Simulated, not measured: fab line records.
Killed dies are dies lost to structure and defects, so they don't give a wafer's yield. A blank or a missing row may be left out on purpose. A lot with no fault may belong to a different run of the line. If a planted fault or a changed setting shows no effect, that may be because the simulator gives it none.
Matching of chambers :: flow n5-finfet :: rie-diel-02 running N5_BEOL_M0_SAQP_STRIP_86: 4 sister chambers
The step strips in N2/H2. 4 wafers are shown with their chamber, then 7 later ones without.

WAFERS WITH THEIR CHAMBER
wafer: L086.2
chamber: 0
drypump-motor-current-A (A): 6.5

wafer: L086.4
chamber: 1
drypump-motor-current-A (A): 5.6

wafer: L092.1
chamber: 2
drypump-motor-current-A (A): 5.2

wafer: L092.2
chamber: 3
drypump-motor-current-A (A): 5.0

WAFERS MISSING THEIR CHAMBER
wafer: L092.4
drypump-motor-current-A (A): 6.5

wafer: L096.1
drypump-motor-current-A (A): 5.6

wafer: L096.2
drypump-motor-current-A (A): 5.0

wafer: L096.5
drypump-motor-current-A (A): 5.6

wafer: L097.1
drypump-motor-current-A (A): 5.2

wafer: L097.2
drypump-motor-current-A (A): 5.6

wafer: L097.5
drypump-motor-current-A (A): 5.1

THE CHAMBER EACH PASSED THROUGH
wafer: L092.4
from the rows above: 0
in truth: 0

wafer: L096.1
from the rows above: 1
in truth: 1

wafer: L096.2
from the rows above: 3
in truth: 3

wafer: L096.5
from the rows above: 1
in truth: 1

wafer: L097.1
from the rows above: 2
in truth: 2

wafer: L097.2
from the rows above: 1
in truth: 1

wafer: L097.5
from the rows above: can't be placed: 3 or 2
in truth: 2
Correctly placed: 6 of 7. These rows do not allow placing 1 (true chamber among the candidates in 1). 0 placed wrongly.
How it was worked out, from the rows above alone: a wafer's distance from a chamber is the root of the sum, over the readings, of the square of ((its reading less the chamber's mean) divided by the reading's scatter). If the next closest chamber is less than 2 further off than the closest, the wafer can't be placed; otherwise it belongs to the closest. For every chamber, the mean is computed from those of its wafers that are shown. The scatter (one wafer shown for each chamber): square how far every hidden wafer sits from the nearest shown wafer, average those squares and take the square root.
